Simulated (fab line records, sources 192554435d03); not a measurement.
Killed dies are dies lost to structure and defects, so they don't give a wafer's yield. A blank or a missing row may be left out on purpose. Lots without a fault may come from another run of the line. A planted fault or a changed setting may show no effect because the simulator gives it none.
fab line records | flow n5_finfet
record lots=6 wafers=18 last_day=18
route steps=1938 shown FIN_CUT@157 BEOL_M4@1111
lots that met no fault: from a run of the same line without faults
start_h: hours from the record's first day to the start of the lot's first wafer shown | wait_h: hours since the lot's step before | " the same as in the row above | L1.1+2: a row that stands for several wafers | - no value, or no start given | * or withheld: withheld | < > ~ a bound
route shown NAME@n: a module of which the file shows steps, and the number in the route of the first | usual: mean/standard deviation of fault-free wafers | same: alike in all rows | chamber/n: place in a boat | sites: the reading at each site | _std_site: their standard deviation | _edge_site: outer sites' mean less inner sites' | radius_mm: how far each site lies from the wafer's centre | mask NAME#n: copy n | behind: the tool/chamber that last shaped the wafer | hold: why the lot was held/for how many hours/how that ended | device: the transistor (n, p or np) that didn't switch | end of line: the same wafers' tests at the end of the route | a step without rows: its recipe alone | killed: dies lost to structure and defects at the first sort, not the wafer's yield | map: a wafer's dies, x killed, . not, _ none there
set.NAME: the setting as run; set.NAME@STEP: as run at that earlier step | model.NAME: the simulator's own value behind a step, which no gauge read
lots at some steps of the route; a table a step, a row a wafer
services: from which hour (start_h, from the record's first day; less than 0 if before it) a tool's chamber was out of use, for how many hours, and why
## steps
# step N5_FIN_CUT_COAT_02
# recipe resist=CAR-EUV spin_rpm=1500 resist_thk_nm=30
# step N5_FIN_CUT_EBR_04
# recipe solvent=PGMEA ebr_width_mm=1.5
# step N5_FIN_CUT_SOFTBAKE_03
# recipe temp_c=110 time_s=60 resist=CAR-EUV
# step N5_FIN_CUT_EXPOSE_05
# recipe mask_id=FIN_CUT na=0.33 source_shape=annular sigma_inner=0.35 sigma_outer=0.8 polarization=unpolarized dose_mj=45.75
# step N5_FIN_CUT_PEB_06
# recipe peb_temp_c=100 peb_time_s=60 resist=CAR-EUV
# step N5_FIN_CUT_DEVELOP_07
# recipe develop_time_s=30 developer=TMAH resist=CAR-EUV rinse_liquid=surfactant_rinse dry=air_spin dev_temp_c=23
# step N5_FIN_CUT_CD_MEAS_08
# recipe target_cd_nm=29.1 landing_energy_ev=500 detector=se_inlens polarity=opening
# usual cd_nm=29.13/0.25
# columns lot.wafer tool chamber start_h wait_h cd_nm
L706.3 cd_sem-02 0 86.88 - 29.03
L706.4 " 0 " " 28.87
L706.5 " 0 " " 29.25
L707.1 cd_sem-03 0 93.22 - 29.10
L707.4 " 0 " " 28.94
L707.5 " 0 " " 29.20
L714.1 cd_sem-02 0 136.39 - 28.78
L714.2 " 0 " " 28.79
L714.5 " 0 " " 29.01
L716.3 cd_sem-01 0 147.40 - 29.19
L716.4 " 0 " " 29.69
L716.6 " 0 " " 29.08
L717.1 cd_sem-01 0 152.90 - 29.28
L717.5 " 0 " " 29.32
L717.6 " 0 " " 29.60
L719.1 cd_sem-03 0 167.54 - 29.25
L719.3 " 0 " " 29.23
L719.6 " 0 " " 28.78
# step N5_FIN_CUT_OVL_MEAS_09
# recipe points_per_wafer=522
# usual FIN_CUT_OVL=-0.3/0.57
# columns lot.wafer tool chamber start_h wait_h FIN_CUT_OVL[nm]
L706.3 overlay-01 0 86.91 0.0 0.8
L706.4 " 0 " " 0.1
L706.5 " 0 " " 0.0
L707.1 overlay-01 0 93.25 0.0 -0.5
L707.4 " 0 " " -0.5
L707.5 " 0 " " -1.4
L714.1 overlay-02 0 136.42 0.0 0.1
L714.2 " 0 " " -0.4
L714.5 " 0 " " 0.6
L716.3 overlay-01 0 147.44 0.0 -1.5
L716.4 " 0 " " -0.6
L716.6 " 0 " " -0.8
L717.1 overlay-02 0 152.93 0.0 -0.2
L717.5 " 0 " " -0.6
L717.6 " 0 " " -1.1
L719.1 overlay-01 0 167.57 0.0 -0.3
L719.3 " 0 " " -0.3
L719.6 " 0 " " -0.4
# step N5_FIN_CUT_INSPECT_10
# recipe mode=adi inspect_instrument=brightfield
# usual raw_defect_count=41/10
# columns lot.wafer tool chamber start_h wait_h raw_defect_count
L706.3 defect_inspect-02 - 86.96 0.0 60
L706.4 " - " " 35
L706.5 " - " " 53
L707.1 defect_inspect-01 - 93.31 0.1 30
L707.4 " - " " 28
L707.5 " - " " 31
L714.1 defect_inspect-01 - 136.48 0.1 30
L714.2 " - " " 34
L714.5 " - " " 32
L716.3 defect_inspect-02 - 147.49 0.0 33
L716.4 " - " " 38
L716.6 " - " " 35
L717.1 defect_inspect-01 - 152.99 0.1 54
L717.5 " - " " 50
L717.6 " - " " 45
L719.1 defect_inspect-02 - 167.63 0.1 31
L719.3 " - " " 30
L719.6 " - " " 32
# step N5_FIN_CUT_DESCUM_13
# recipe chemistry=O2 time_s=7 source_power_w=50 bias_power_w=20 pressure_mtorr=20 rf_frequency_hz=2.712e+07 temp_c=40 resist=CAR-EUV o2_flow_sccm=225
# usual drypump_motor_current_A=5.9/0.36 oes_product_au=0.78/0.099 rf_vpp_V=243.1/1.5 showerhead_plenum_p_Torr=2.09/0.083 throttle_valve_pct=20.47/0.22
# columns lot.wafer tool chamber start_h wait_h drypump_motor_current_A oes_product_au rf_hours_counter_h rf_vpp_V showerhead_plenum_p_Torr throttle_valve_pct
L706.3 rie_diel-06 2 87.00 0.0 5.9 0.77 106 245.6 2.22 20.25
L706.4 " 3 " " 5.9 0.87 42 242.0 2.04 20.70
L706.5 " 1 " " 5.9 0.69 - 241.1 1.96 20.43
L707.1 rie_diel-04 2 93.34 0.0 5.4 0.78 127 245.6 2.21 20.71
L707.4 " 0 " " 6.3 0.70 221 240.6 2.00 20.83
L707.5 " 2 " " 5.4 0.77 - 244.0 2.21 20.69
L714.1 rie_diel-04 3 136.52 0.0 5.4 0.87 44 246.1 2.13 20.10
L714.2 " 0 " " 6.3 0.68 239 240.8 1.99 20.87
L714.5 " 3 " " 5.4 0.87 - 244.9 2.13 20.12
L716.3 rie_diel-04 1 147.52 0.0 5.8 0.67 231 242.9 2.06 20.58
L716.4 " 0 " " 6.3 0.68 - 241.5 1.99 20.86
L716.6 " 3 " " 5.4 0.87 - 246.0 2.13 20.12
L717.1 rie_diel-02 3 153.02 0.0 5.9 0.92 25 243.9 2.15 20.40
L717.5 " 0 " " 6.5 0.72 - 239.9 1.97 20.39
L717.6 " 3 " " 5.9 0.92 - 245.3 2.15 20.39
L719.1 rie_diel-02 0 167.66 0.0 6.5 0.71 218 242.1 1.97 20.40
L719.3 " 3 " " 5.9 0.91 30 244.2 2.15 20.41
L719.6 " 1 " " 5.9 0.75 - 241.7 2.09 20.61
# step N5_FIN_CUT_ETCH_30
# recipe chemistry=N2/H2 target=underlayer target_depth_a=130 mask_material=CAR-EUV time_s=10.4 ion_energy_ev=200 pressure_mtorr=30 source_w=840 bias_w=150 n2_flow_sccm=200 h2_flow_sccm=200 ends=cleared
# usual drypump_motor_current_A=5.9/0.36 etch_rf_on_time_s=10.5/0.32 h2_flow_sccm=200.1/0.69 oes_product_au=0.67/0.085 rf_vpp_V=523.6/2.5 showerhead_plenum_p_Torr=2.54/0.093 throttle_valve_pct=17.95/0.25
# columns lot.wafer tool chamber start_h wait_h drypump_motor_current_A etch_rf_on_time_s h2_flow_sccm oes_product_au rf_hours_counter_h rf_vpp_V showerhead_plenum_p_Torr throttle_valve_pct
L706.3 rie_diel-06 2 87.03 0.0 5.9 11.0 199.6 0.64 106 527.4 2.67 17.57
L706.4 " 3 " " 5.9 10.5 200.0 0.75 42 520.9 2.49 18.25
L706.5 " 1 " " 5.9 10.4 200.1 0.60 - 520.4 2.40 18.04
L707.1 rie_diel-04 2 93.38 0.0 5.3 10.4 200.2 0.65 127 527.7 2.67 17.93
L707.4 " 0 " " 6.4 10.7 200.3 0.60 221 520.6 2.42 18.19
L707.5 " 2 " " 5.4 10.5 200.4 0.65 - 528.0 2.67 17.95
L714.1 rie_diel-04 3 136.55 0.0 5.4 9.8 201.2 0.76 44 524.7 2.60 17.66
L714.2 " 0 " " 6.4 10.7 200.4 0.59 239 520.2 2.41 18.21
L714.5 " 3 " " 5.4 9.7 200.6 0.76 - 524.3 2.60 17.67
L716.3 rie_diel-04 1 147.56 0.0 5.8 10.5 199.5 0.58 231 524.0 2.52 18.16
L716.4 " 0 " " 6.3 10.8 199.0 0.59 - 519.7 2.41 18.23
L716.6 " 3 " " 5.4 9.9 201.8 0.75 - 525.4 2.60 17.68
L717.1 rie_diel-02 3 153.06 0.0 5.9 10.7 200.8 0.78 25 525.4 2.60 17.76
L717.5 " 0 " " 6.6 10.7 199.4 0.60 - 522.0 2.40 18.01
L717.6 " 3 " " 5.9 10.7 199.6 0.77 - 524.4 2.60 17.73
L719.1 rie_diel-02 0 167.70 0.0 6.6 10.8 200.0 0.60 218 521.3 2.40 17.99
L719.3 " 3 " " 5.9 10.6 200.5 0.76 30 525.3 2.60 17.74
L719.6 " 1 " " 5.9 10.7 201.1 0.64 - 523.6 2.54 18.16
# step N5_FIN_CUT_ETCH_20
# recipe chemistry=CF4 target=SiARC target_depth_a=260 mask_material=CAR-EUV time_s=43.3 ion_energy_ev=80 pressure_mtorr=40 source_w=545 bias_w=36 Ar_flow_sccm=100 cf4_flow_sccm=100 ends=cleared
# usual drypump_motor_current_A=5.9/0.36 etch_rf_on_time_s=43.8/1.2 oes_product_au=0.67/0.084 rf_vpp_V=184.1/1.2 showerhead_plenum_p_Torr=2.14/0.074 throttle_valve_pct=15.65/0.24
# columns lot.wafer tool chamber start_h wait_h drypump_motor_current_A etch_rf_on_time_s oes_product_au rf_hours_counter_h rf_vpp_V showerhead_plenum_p_Torr throttle_valve_pct
L706.3 rie_diel-06 2 87.05 0.0 5.9 45.2 0.65 106 186.0 2.23 15.27
L706.4 " 3 " " 5.8 43.7 0.75 42 183.4 2.08 15.72
L706.5 " 1 " " 5.9 43.3 0.60 - 181.9 2.04 15.83
L707.1 rie_diel-04 2 93.40 0.0 5.4 43.2 0.66 127 186.7 2.25 15.77
L707.4 " 0 " " 6.3 44.3 0.60 221 184.4 2.03 15.88
L707.5 " 2 " " 5.4 43.2 0.66 - 184.3 2.25 15.77
L714.1 rie_diel-04 3 136.57 0.0 5.4 41.2 0.75 44 184.2 2.19 15.29
L714.2 " 0 " " 6.3 44.9 0.59 239 183.0 2.02 15.92
L714.5 " 3 " " 5.4 41.2 0.75 - 184.5 2.19 15.29
L716.3 rie_diel-04 1 147.58 0.0 5.8 43.8 0.59 231 184.2 2.12 15.87
L716.4 " 0 " " 6.3 45.2 0.58 - 180.6 2.02 15.92
L716.6 " 3 " " 5.4 41.4 0.76 - 184.5 2.19 15.28
L717.1 rie_diel-02 3 153.08 0.0 5.9 43.5 0.79 25 185.5 2.19 15.47
L717.5 " 0 " " 6.5 44.3 0.61 - 183.3 2.04 15.76
L717.6 " 3 " " 5.9 43.5 0.78 - 183.3 2.19 15.48
L719.1 rie_diel-02 0 167.71 0.0 6.5 44.7 0.60 218 182.9 2.04 15.77
L719.3 " 3 " " 5.9 44.4 0.77 30 183.6 2.19 15.52
L719.6 " 1 " " 5.9 44.8 0.63 - 183.0 2.14 15.79
# step N5_FIN_CUT_ETCH_21
# recipe chemistry=N2/H2 target=SOC target_depth_a=2190 overetch_a=438 mask_material=SiARC temp_c=40 ion_energy_ev=100 bias_w=61 time_s=523.5 pressure_mtorr=30 source_w=850 n2_flow_sccm=200 h2_flow_sccm=200
# usual drypump_motor_current_A=5.9/0.36 h2_flow_sccm=200.0/0.51 oes_product_au=0.72/0.086 rf_vpp_V=240.6/1.4 showerhead_plenum_p_Torr=2.54/0.093 throttle_valve_pct=17.90/0.25
# columns lot.wafer tool chamber start_h wait_h drypump_motor_current_A h2_flow_sccm oes_product_au rf_hours_counter_h rf_vpp_V showerhead_plenum_p_Torr throttle_valve_pct
L706.3 rie_diel-06 2 87.09 0.0 5.9 199.7 0.71 106 241.9 2.67 17.54
L706.4 " 3 " " 5.9 199.4 0.82 42 240.4 2.49 18.19
L706.5 " 1 " " 5.9 199.2 0.65 - 237.9 2.40 18.00
L707.1 rie_diel-04 2 93.43 0.0 5.4 200.8 0.71 128 242.5 2.67 17.89
L707.4 " 0 " " 6.3 200.0 0.65 221 239.2 2.42 18.14
L707.5 " 2 " " 5.4 201.5 0.71 - 242.9 2.67 17.90
L714.1 rie_diel-04 3 136.61 0.0 5.4 200.6 0.79 44 241.1 2.60 17.60
L714.2 " 0 " " 6.3 220.2 0.65 239 238.9 2.47 18.79
L714.5 " 3 " " 5.4 199.2 0.79 - 242.1 2.60 17.59
L716.3 rie_diel-04 1 147.62 0.0 5.8 200.0 0.63 231 241.1 2.52 18.12
L716.4 " 0 " " 6.3 219.6 0.64 - 239.2 2.46 18.82
L716.6 " 3 " " 5.4 200.3 0.79 - 241.5 2.60 17.60
L717.1 rie_diel-02 3 153.11 0.0 5.9 199.8 0.84 25 241.9 2.60 17.70
L717.5 " 0 " " 6.6 200.4 0.66 - 239.4 2.40 17.95
L717.6 " 3 " " 5.9 200.2 0.84 - 241.9 2.60 17.70
L719.1 rie_diel-02 0 167.75 0.0 6.5 199.9 0.66 218 239.2 2.40 17.97
L719.3 " 3 " " 5.9 199.8 0.83 31 242.5 2.60 17.70
L719.6 " 1 " " 5.9 200.3 0.70 - 240.4 2.54 18.11
# step N5_FIN_CUT_STRIP_23
# recipe chemistry=N2/H2 temp_c=40 n2_flow_sccm=200 h2_flow_sccm=200 rf_frequency_hz=6e+07
# step N5_BEOL_M4_RC_MEAS_101
# usual DIBL_N=37.1/1.8 DIBL_P=37.2/2.1 IOFF_N=0.17/0.033 IOFF_P=0.22/0.037 ION_N=680/11 ION_P=464/7.7 SS_N=71.7/0.63 SS_P=73.6/0.67 VT_N=248.9/2.9 VT_P=-251/3.6
# columns lot.wafer tool chamber start_h wait_h DIBL_N[mV/V] DIBL_P[mV/V] IOFF_N[nA/um] IOFF_P[nA/um] ION_N[uA/um] ION_P[uA/um] SS_N[mV/dec] SS_P[mV/dec] VT_N[mV] VT_P[mV]
L706.3 prober-02 0 236.02 0.3 33.3 34.6 0.12 0.16 645 453 70.2 73.7 255.6 -255
L706.4 " 0 " " 36.3 39.1 0.17 0.22 668 457 71.8 73.7 250.3 -252
L706.5 " 0 " " 37.1 40.1 0.19 0.24 683 464 72.5 75.0 247.8 -254
L707.1 prober-01 0 240.83 0.0 36.3 35.4 0.14 0.18 663 456 71.0 72.4 250.2 -252
L707.4 " 0 " " 38.0 38.2 0.19 0.23 683 469 71.9 73.8 248.1 -250
L707.5 " 0 " " 38.6 38.5 0.20 0.24 680 468 71.7 73.4 247.4 -247
L714.1 prober-01 0 286.63 0.3 35.1 36.7 0.14 0.20 674 461 70.9 73.1 250.6 -250
L714.2 " 0 " " 37.7 39.0 0.19 0.24 686 472 71.8 74.3 246.5 -247
L714.5 " 0 " " 35.5 37.1 0.15 0.21 673 466 71.5 73.5 249.9 -249
L716.3 prober-02 0 314.13 0.3 39.4 38.1 0.22 0.26 678 463 74.0 73.9 247.7 -247
L716.4 " 0 " " 38.0 37.7 0.18 0.25 673 465 71.8 73.8 247.5 -249
L716.6 " 0 " " 36.4 34.0 0.15 0.19 665 461 72.2 73.7 253.1 -253
L717.1 prober-01 0 317.86 0.0 37.0 36.4 0.16 0.22 696 481 71.0 73.3 247.9 -249
L717.5 " 0 " " 37.6 36.9 0.18 0.23 689 469 71.7 73.9 244.7 -251
L717.6 " 0 " " 34.2 32.7 0.12 0.17 689 473 70.4 73.0 254.7 -254
L719.1 prober-02 0 325.62 0.0 34.8 33.9 0.14 0.20 671 460 71.2 72.7 249.8 -247
L719.3 " 0 " " 37.9 36.6 0.20 0.23 695 469 72.3 73.9 245.1 -246
L719.6 " 0 " " 36.0 35.7 0.17 0.22 675 466 71.3 72.6 247.3 -246
## services
# columns tool chamber start_h hours kind
rie_diel-02 2 73.95 - clean
rie_diel-02 2 73.95 - consumable_replace:focus_ring
rie_diel-02 2 73.95 23.0 scheduled_down
rie_diel-02 2 73.95 23.0 vent_cycle
rie_diel-06 - 75.17 0.9 repair
rie_diel-04 2 96.92 132.0 repair
rie_diel-02 2 161.44 8.3 repair
## key
first_sign step=N5_FIN_CUT_ETCH_21 reading=h2_flow_sccm direction=up sigmas=39 usual=200.0 struck=219.9
effect step=N5_FIN_CUT_ETCH_21 reading=throttle_valve_pct direction=up sigmas=3.7 usual=* struck=*
met_at N5_FIN_CUT_ETCH_21
struck_wafers L714.2,L716.4
onset_between 93.43 136.61
fault kind=process_parameter_drift tool=rie_diel-04 chamber=0 onset_h=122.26 steps=N5_FIN_CUT_ETCH_21 channel=h2_flow_sccm offset=20 shape=step end_h=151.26 acts_in=these_recipes_only stated=200
